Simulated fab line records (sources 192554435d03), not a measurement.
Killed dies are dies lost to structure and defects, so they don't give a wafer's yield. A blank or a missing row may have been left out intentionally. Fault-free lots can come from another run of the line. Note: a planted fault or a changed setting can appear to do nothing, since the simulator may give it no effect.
Which tool is to blame? + flow n5Finfet + 72 wafers from 24 lots sampled at 6 of the route's 1938 steps

WHAT EACH GAUGE READ, for each wafer
N5_BEOL_M8_OCD_MEAS_38. Usual: trenchDepthNm reads 93.4 nm (standard deviation 1.3).
| lot  | measured     | on     | trenchDepthNm (nm) | flag |
|------|--------------|--------|--------------------|------|
| L074 | day 9 08:33  | ocd-01 | 89.5 93.4 93.9     |      |
| L075 | day 9 13:09  | ocd-01 | 94.8 93.5 92.2     |      |
| L076 | day 9 16:39  | ocd-02 | 90.2 92.7 90.1     |      |
| L077 | day 9 23:28  | ocd-02 | 94.5 95.5 96.2     |      |
| L078 | day 10 08:53 | ocd-01 | 93.3 93.9 94.2     |      |
| L080 | day 10 19:40 | ocd-01 | 92.5 90.8 91.6     |      |
| L079 | day 10 21:23 | ocd-01 | 93.5 91.4 92.7     |      |
| L082 | day 11 08:11 | ocd-01 | 94.1 94.7 95.5     |      |
| L081 | day 11 09:15 | ocd-02 | 92.8 94.3 94.1     |      |
| L084 | day 11 16:57 | ocd-02 | 91.4 93.4 92.6     |      |
| L083 | day 11 21:12 | ocd-02 | 93.7 93.3 93.7     |      |
| L085 | day 12 02:44 | ocd-01 | 93.5 92.7 91.4     |      |
| L086 | day 12 11:50 | ocd-01 | 94.3 93.6 94.0     |      |
| L087 | day 13 00:29 | ocd-01 | 94.3 93.1 94.4     |      |
| L088 | day 13 02:44 | ocd-01 | 93.2 93.2 92.9     |      |
| L090 | day 13 02:54 | ocd-02 | 93.4 92.7 93.3     |      |
| L089 | day 13 11:16 | ocd-02 | 94.8 95.0 93.5     |      |
| L092 | day 13 11:44 | ocd-01 | 93.9 92.7 92.1     |      |
| L091 | day 13 11:52 | ocd-01 | 91.3 93.3 92.4     |      |
| L094 | day 14 12:09 | ocd-01 | 94.5 94.8 93.9     |      |
| L093 | day 14 12:20 | ocd-02 | 92.3 93.1 92.1     |      |
| L096 | day 15 09:19 | ocd-01 | 93.7 96.1 93.4     |      |
| L095 | day 15 13:32 | ocd-01 | 95.6 93.5 95.9     |      |
| L097 | day 15 17:07 | ocd-01 | 94.3 94.9 94.1     |      |

N5_BEOL_M8_CD_MEAS_35: the cd target is 40 nm. Usual: cdNm reads 40.0 nm (standard deviation 0.47).
| lot  | measured     | on       | cdNm (nm)      | flag |
|------|--------------|----------|----------------|------|
| L074 | day 9 08:42  | cdSem-02 | 40.2 39.9 40.0 |      |
| L075 | day 9 13:18  | cdSem-03 | 39.1 39.7 40.0 |      |
| L076 | day 9 16:49  | cdSem-01 | 40.0 40.1 39.9 |      |
| L077 | day 9 23:38  | cdSem-03 | 40.2 40.8 39.7 |      |
| L078 | day 10 09:03 | cdSem-01 | 40.7 40.3 40.7 |      |
| L080 | day 10 19:50 | cdSem-01 | 39.8 39.4 39.7 |      |
| L079 | day 10 21:32 | cdSem-02 | 39.5 40.1 39.1 |      |
| L082 | day 11 08:20 | cdSem-02 | 40.5 40.6 40.4 |      |
| L081 | day 11 09:24 | cdSem-01 | 40.1 40.4 40.1 |      |
| L084 | day 11 17:12 | cdSem-03 | 40.2 40.6 40.2 |      |
| L083 | day 11 21:21 | cdSem-01 | 40.7 40.1 39.5 |      |
| L085 | day 12 02:54 | cdSem-01 | 39.2 39.4 39.0 |      |
| L086 | day 12 11:59 | cdSem-03 | 40.5 40.2 40.4 |      |
| L087 | day 13 00:38 | cdSem-02 | 40.2 40.3 40.1 |      |
| L088 | day 13 02:53 | cdSem-03 | 39.2 39.4 40.1 |      |
| L090 | day 13 03:03 | cdSem-02 | 39.8 40.0 40.0 |      |
| L089 | day 13 11:25 | cdSem-01 | 39.7 40.1 40.3 |      |
| L092 | day 13 11:53 | cdSem-03 | 39.6 40.1 39.8 |      |
| L091 | day 13 12:01 | cdSem-03 | 39.3 39.3 39.5 |      |
| L094 | day 14 12:19 | cdSem-02 | 39.8 39.3 40.2 |      |
| L093 | day 14 12:29 | cdSem-03 | 39.5 39.8 39.0 |      |
| L096 | day 15 09:28 | cdSem-02 | 39.9 39.6 40.1 |      |
| L095 | day 15 13:41 | cdSem-03 | 40.5 40.2 39.5 |      |
| L097 | day 15 17:16 | cdSem-02 | 40.8 40.6 40.0 |      |

N5_BEOL_M8_INSPECT_58: inspects for defects (darkfield). Usual: rawDefectCount reads 77 (standard deviation 26).
| lot  | measured     | on               | rawDefectCount | flag |
|------|--------------|------------------|----------------|------|
| L074 | day 9 11:40  | defectInspect-01 | 94 111 99      |      |
| L075 | day 9 16:05  | defectInspect-01 | 91 62 83       |      |
| L076 | day 9 20:40  | defectInspect-01 | 60 74 84       |      |
| L077 | day 10 03:43 | defectInspect-01 | 53 92 87       |      |
| L078 | day 10 13:25 | defectInspect-01 | 76 100 106     |      |
| L080 | day 10 22:42 | defectInspect-02 | 103 57 70      |      |
| L079 | day 10 23:50 | defectInspect-01 | 69 60 77       |      |
| L082 | day 11 10:55 | defectInspect-01 | 33 35 54       |      |
| L081 | day 11 12:05 | defectInspect-01 | 57 93 32       |      |
| L084 | day 11 19:30 | defectInspect-02 | 50 88 83       |      |
| L083 | day 11 23:33 | defectInspect-01 | 109 98 65      |      |
| L085 | day 12 06:30 | defectInspect-02 | 109 43 77      |      |
| L086 | day 12 14:39 | defectInspect-01 | 74 84 62       |      |
| L087 | day 13 04:38 | defectInspect-02 | 86 55 75       |      |
| L088 | day 13 05:37 | defectInspect-02 | 125 123 90     |      |
| L090 | day 13 06:38 | defectInspect-01 | 46 40 57       |      |
| L089 | day 13 14:16 | defectInspect-01 | 74 47 72       |      |
| L092 | day 13 15:16 | defectInspect-02 | 165 71 105     |      |
| L091 | day 13 15:32 | defectInspect-01 | 38 51 43       |      |
| L094 | day 14 14:15 | defectInspect-01 | 128 48 72      |      |
| L093 | day 14 14:55 | defectInspect-02 | 104 63 45      |      |
| L096 | day 15 14:04 | defectInspect-02 | 104 87 151     |      |
| L095 | day 15 16:08 | defectInspect-02 | 112 45 62      |      |
| L097 | day 15 21:25 | defectInspect-02 | 99 76 61       |      |

N5_BEOL_M9_THK_MEAS_01. Usual: M9_ILD_THK gives 267.4 nm (standard deviation 3).
| lot  | measured     | on           | M9_ILD_THK (nm)   | flag |
|------|--------------|--------------|-------------------|------|
| L074 | day 9 12:17  | filmMetro-01 | 263.0 266.4 266.8 |      |
| L075 | day 9 17:13  | filmMetro-01 | 261.6 264.7 264.6 |      |
| L076 | day 9 21:19  | filmMetro-02 | 265.1 270.3 272.2 |      |
| L077 | day 10 04:37 | filmMetro-01 | 264.1 267.1 270.1 |      |
| L078 | day 10 15:03 | filmMetro-01 | 269.8 271.2 269.3 |      |
| L080 | day 10 23:34 | filmMetro-01 | 266.4 269.5 269.5 |      |
| L079 | day 11 00:31 | filmMetro-02 | 262.3 265.0 266.9 |      |
| L082 | day 11 11:34 | filmMetro-01 | 263.0 267.6 271.2 |      |
| L081 | day 11 12:43 | filmMetro-01 | 267.4 264.0 271.0 |      |
| L084 | day 11 20:17 | filmMetro-02 | 263.4 268.7 271.9 |      |
| L083 | day 12 00:13 | filmMetro-01 | 268.8 269.4 267.7 |      |
| L085 | day 12 07:08 | filmMetro-01 | 262.6 268.7 267.8 |      |
| L086 | day 12 15:17 | filmMetro-02 | 263.7 265.9 268.6 |      |
| L087 | day 13 05:44 | filmMetro-01 | 268.7 263.6 268.9 |      |
| L088 | day 13 06:43 | filmMetro-02 | 264.3 271.5 270.5 |      |
| L090 | day 13 07:45 | filmMetro-02 | 269.6 267.9 270.4 |      |
| L089 | day 13 14:53 | filmMetro-01 | 262.4 265.8 267.2 |      |
| L092 | day 13 16:26 | filmMetro-02 | 262.4 268.5 265.3 |      |
| L091 | day 13 16:19 | filmMetro-02 | 265.4 268.9 268.3 |      |
| L094 | day 14 14:55 | filmMetro-02 | 264.1 267.0 266.3 |      |
| L093 | day 14 16:01 | filmMetro-01 | 268.2 268.8 268.7 |      |
| L096 | day 15 15:19 | filmMetro-01 | 262.9 265.8 269.0 |      |
| L095 | day 15 17:14 | filmMetro-02 | 263.1 270.1 266.5 |      |
| L097 | day 15 22:02 | filmMetro-02 | 265.1 268.1 268.4 |      |

WHICH TOOL RAN EACH LOT (tool, then ch and the chambers of the sampled wafers, then the start)
| lot  | N5_BEOL_M8_PRE_CLEAN_45     | N5_BEOL_M9_ILD_DEP_00           |
|------|-----------------------------|---------------------------------|
| L074 | pvdSputter-01, day 9 09:44  | pecvd-04 ch 0,2, day 9 11:42    |
| L075 | pvdSputter-02, day 9 13:58  | pecvd-04 ch 0,1,2, day 9 16:07  |
| L076 | pvdSputter-03, day 9 18:09  | pecvd-03 ch 0,1, day 9 20:42    |
| L077 | pvdSputter-01, day 10 01:39 | pecvd-04 ch 1,2, day 10 03:44   |
| L078 | pvdSputter-01, day 10 11:46 | pecvd-04 ch 0,1,2, day 10 13:28 |
| L080 | pvdSputter-03, day 10 20:49 | pecvd-03 ch 0,1,2, day 10 22:44 |
| L079 | pvdSputter-02, day 10 22:16 | pecvd-03 ch 0,1, day 10 23:52   |
| L082 | pvdSputter-03, day 11 09:16 | pecvd-01 ch 2, day 11 10:57     |
| L081 | pvdSputter-03, day 11 09:53 | pecvd-04 ch 0,1,2, day 11 12:07 |
| L084 | pvdSputter-02, day 11 17:44 | pecvd-03 ch 1,2, day 11 19:32   |
| L083 | pvdSputter-02, day 11 21:58 | pecvd-04 ch 0,1, day 11 23:37   |
| L085 | pvdSputter-01, day 12 03:49 | pecvd-01 ch 0,1, day 12 06:32   |
| L086 | pvdSputter-02, day 12 12:31 | pecvd-01 ch 0,1,2, day 12 14:41 |
| L087 | pvdSputter-01, day 13 02:50 | pecvd-03 ch 1,2, day 13 04:40   |
| L088 | pvdSputter-01, day 13 03:26 | pecvd-04 ch 0,1, day 13 05:39   |
| L090 | pvdSputter-01, day 13 03:31 | pecvd-04 ch 1,2, day 13 06:40   |
| L089 | pvdSputter-03, day 13 12:10 | pecvd-01 ch 0,1,2, day 13 14:17 |
| L092 | pvdSputter-01, day 13 13:32 | pecvd-03 ch 0,1,2, day 13 15:18 |
| L091 | pvdSputter-01, day 13 13:47 | pecvd-04 ch 0,1, day 13 15:34   |
| L094 | pvdSputter-02, day 14 12:43 | pecvd-01 ch 0,2, day 14 14:17   |
| L093 | pvdSputter-02, day 14 13:01 | pecvd-01 ch 1,2, day 14 14:57   |
| L096 | pvdSputter-01, day 15 10:34 | pecvd-04 ch 0,1, day 15 14:06   |
| L095 | pvdSputter-03, day 15 14:28 | pecvd-04 ch 0,1,2, day 15 16:10 |
| L097 | pvdSputter-03, day 15 18:06 | pecvd-04 ch 1,2, day 15 21:26   |
- N5_BEOL_M8_PRE_CLEAN_45: time 30 s.
- N5_BEOL_M9_ILD_DEP_00: deposits SiCOH lowk from DEMS/porogen, target thk 308.51 nm, time 58 s.

WHAT THE TOOLS THEMSELVES READ (means of the sampled wafers that have a number; where no wafer has one, the mark that the record gives instead)
N5_BEOL_M8_PRE_CLEAN_45. Usual: heaterPowerW reads 335 W (standard deviation 36).
| lot  | tool          | heaterPowerW (W) | flag |
|------|---------------|------------------|------|
| L074 | pvdSputter-01 | 315              |      |
| L075 | pvdSputter-02 | 386              |      |
| L076 | pvdSputter-03 | 309              |      |
| L077 | pvdSputter-01 | 315              |      |
| L078 | pvdSputter-01 | 341              |      |
| L080 | pvdSputter-03 | 306              |      |
| L079 | pvdSputter-02 | 372              |      |
| L082 | pvdSputter-03 | 310              |      |
| L081 | pvdSputter-03 | 327              |      |
| L084 | pvdSputter-02 | 378              |      |
| L083 | pvdSputter-02 | 399              |      |
| L085 | pvdSputter-01 | 344              |      |
| L086 | pvdSputter-02 | 362              |      |
| L087 | pvdSputter-01 | 310              |      |
| L088 | pvdSputter-01 | 323              |      |
| L090 | pvdSputter-01 | 340              |      |
| L089 | pvdSputter-03 | 332              |      |
| L092 | pvdSputter-01 | 323              |      |
| L091 | pvdSputter-01 | 307              |      |
| L094 | pvdSputter-02 | 344              |      |
| L093 | pvdSputter-02 | 345              |      |
| L096 | pvdSputter-01 | 310              |      |
| L095 | pvdSputter-03 | 314              |      |
| L097 | pvdSputter-03 | 292              |      |

N5_BEOL_M9_ILD_DEP_00. Usual: heaterPowerOuterW 149 W, standard deviation 40; heaterPowerW 318 W, standard deviation 65; showerheadPlenumPTorr 5.728 Torr, standard deviation 0.015; throttleValvePct 13.8 %, standard deviation 0.91.
| lot  | tool     | heaterPowerOuterW (W) | heaterPowerW (W) | showerheadPlenumPTorr (Torr) | throttleValvePct (%) | flag |
|------|----------|-----------------------|------------------|------------------------------|----------------------|------|
| L074 | pecvd-04 | 185                   | 377              | 5.732                        | 13.6                 |      |
| L075 | pecvd-04 | 182                   | 372              | 5.729                        | 13.8                 |      |
| L076 | pecvd-03 | 123                   | 282              | 5.732                        | 15.1                 |      |
| L077 | pecvd-04 | 193                   | 389              | 5.731                        | 13.6                 |      |
| L078 | pecvd-04 | 187                   | 383              | 5.733                        | 13.7                 |      |
| L080 | pecvd-03 | 125                   | 279              | 5.720                        | 14.1                 |      |
| L079 | pecvd-03 | 151                   | 306              | 5.726                        | 15.0                 |      |
| L082 | pecvd-01 | 146                   | 297              | 5.746                        | 12.3                 |      |
| L081 | pecvd-04 | 177                   | 367              | 5.730                        | 13.6                 |      |
| L084 | pecvd-03 | 131                   | 276              | 5.725                        | 14.2                 |      |
| L083 | pecvd-04 | 146                   | 338              | 5.733                        | 13.6                 |      |
| L085 | pecvd-01 | 102                   | 234              | 5.715                        | 14.3                 |      |
| L086 | pecvd-01 | 124                   | 262              | 5.723                        | 13.6                 |      |
| L087 | pecvd-03 | 106                   | 243              | 5.725                        | 14.1                 |      |
| L088 | pecvd-04 | 170                   | 358              | 5.745                        | 13.9                 |      |
| L090 | pecvd-04 | 212                   | 429              | 5.724                        | 13.6                 |      |
| L089 | pecvd-01 | 114                   | 248              | 5.727                        | 13.7                 |      |
| L092 | pecvd-03 | 111                   | 271              | 5.720                        | 14.2                 |      |
| L091 | pecvd-04 | 162                   | 360              | 5.730                        | 13.5                 |      |
| L094 | pecvd-01 | 145                   | 289              | 5.737                        | 13.4                 |      |
| L093 | pecvd-01 | 105                   | 233              | 5.726                        | 13.2                 |      |
| L096 | pecvd-04 | 143                   | 320              | 5.741                        | 13.8                 |      |
| L095 | pecvd-04 | 175                   | 369              | 5.722                        | 13.7                 |      |
| L097 | pecvd-04 | 188                   | 397              | 5.727                        | 13.4                 |      |

THE ANSWER, worked out from the rows above alone
Rule: a lot counts as off when the mean over its wafers that have a number is more than 3 standard deviations away from the usual mean. A lot without any number at a reading at which 4 lots or more have one is off too. The other lots that the step has rows for count as sound. First the gauges in route order, then the tools' own readings, where a lot's mean is used as printed above. At the first step where some lot is off, the reading lying furthest off is the one used; lots without a number count as furthest.
Across all readings shown, no lot is off: no conclusion can be drawn from this.

WHAT WAS PUT IN BY THE SIMULATOR
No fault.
